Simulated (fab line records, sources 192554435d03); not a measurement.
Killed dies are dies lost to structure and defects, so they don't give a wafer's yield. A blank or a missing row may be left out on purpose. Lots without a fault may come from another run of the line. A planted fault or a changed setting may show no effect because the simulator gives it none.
Chamber matching | flow n5_finfet | N5_BEOL_M8_ETCH_62 on rie_diel-01: 4 sister chambers
The step etches SOC in N2/H2, target depth 110 nm, overetch 22 nm, time 165 s. 4 wafers are shown with their chamber, then 6 later ones without.

WAFERS WITH THEIR CHAMBER
wafer  | chamber | drypump_motor_current_A (A)
L902.2 | 3       | 6.4
L901.6 | 0       | 6.2
L916.3 | 2       | 5.6
L916.6 | 1       | 6.0

WAFERS WITHOUT THEIR CHAMBER
wafer  | drypump_motor_current_A (A)
L917.1 | 6.0
L917.3 | 6.4
L917.4 | 6.2
L920.2 | 6.2
L920.3 | 5.9
L920.6 | 6.0

WHICH CHAMBER EACH WENT THROUGH
wafer  | from the rows above | in truth
L917.1 | 1                   | 1
L917.3 | 3                   | 3
L917.4 | 0                   | 0
L920.2 | 0                   | 0
L920.3 | 1                   | 1
L920.6 | 1                   | 1
Placed correctly: 6 of 6. Can't be placed from these rows: 0. Placed wrongly: 0.
How it was worked out, from the rows above alone: a wafer's distance from a chamber is the root of the sum, over the readings, of the square of ((its reading less the chamber's mean) divided by the reading's scatter). The wafer belongs to the nearest chamber; if the next one is less than 2 further off, it can't be placed. A chamber's mean is the mean of its shown wafers. The scatter: with one shown wafer a chamber, the root of the mean of the squares of how far each hidden wafer lies from its nearest shown one.
